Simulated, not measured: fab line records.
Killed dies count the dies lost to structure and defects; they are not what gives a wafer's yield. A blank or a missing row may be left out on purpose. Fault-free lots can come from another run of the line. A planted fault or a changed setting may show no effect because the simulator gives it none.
Chamber matching    flow nand harc    NHARC_P_M0_ETCH_34 on rie diel-02: 4 sister chambers
The step etches the open film in N2/H2, target depth 40 nm, overetch 12 nm, time 43.94 s. 14 wafers are shown with their chamber, then 7 later ones without.

## WAFERS PAIRED WITH THEIR CHAMBERS
wafer   chamber  drypump motor current A (A)  rf vpp V (V)  h2 flow sccm (sccm)
L077.1  2        5.99                         428.4         150.5
L077.2  3        5.84                         432.9         149.7
L077.6  2        5.99                         425.9         150.3
L086.1  0        5.90                         427.2         149.7
L086.2  2        6.00                         427.8         149.9
L086.6  0        5.91                         427.4         149.9
L088.1  3        5.88                         431.7         150.5
L088.4  2        6.00                         429.0         150.1
L088.6  2        5.99                         427.9         150.3
L092.2  2        5.99                         429.6         150.5
L092.3  3        5.85                         431.5         150.6
L092.4  1        6.00                         433.2         151.4
L093.1  1        6.02                         434.7         150.5
L093.3  3        5.89                         432.7         149.6

SIGNATURES (means of the wafers above)
reading                  chamber 0  chamber 1  chamber 2  chamber 3  scatter within a chamber
drypump motor current A  5.9050     6.0100     5.9933     5.8650     0.0144
rf vpp V                 427.300    433.950    428.100    432.200    1.04
h2 flow sccm             149.800    150.950    150.267    150.100    0.39
Rule: distance of a wafer from a chamber = root of the sum over the readings of ((wafer's reading minus chamber's mean) / reading's scatter) squared. The wafer belongs to the nearest chamber; if the next one is less than 2 further off, it can't be placed. The scatter: the root of (the sum of the squares of (reading less its chamber's mean) over the shown wafers, divided by (wafers less chambers)).

## WAFERS MISSING THEIR CHAMBER
wafer   drypump motor current A (A)  rf vpp V (V)  h2 flow sccm (sccm)
L093.6  6.01                         428.1         149.9
L095.1  5.83                         431.1         150.5
L095.3  6.02                         433.6         149.8
L095.4  6.00                         427.7         150.1
L097.2  5.93                         427.7         150.7
L097.4  5.99                         426.7         149.8
L097.5  5.92                         428.8         150.5

## WHICH CHAMBER EACH ONE RAN IN
wafer   from the rows above      in truth
L093.6  2                        2
L095.1  3                        3
L095.3  1                        1
L095.4  2                        2
L097.2  can't be placed: 0 or 2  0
L097.4  2                        2
L097.5  0                        0
Placed correctly: 6 of 7. Unplaceable from these rows: 1, with the true chamber sitting among the candidates in 1. 0 placed wrongly.
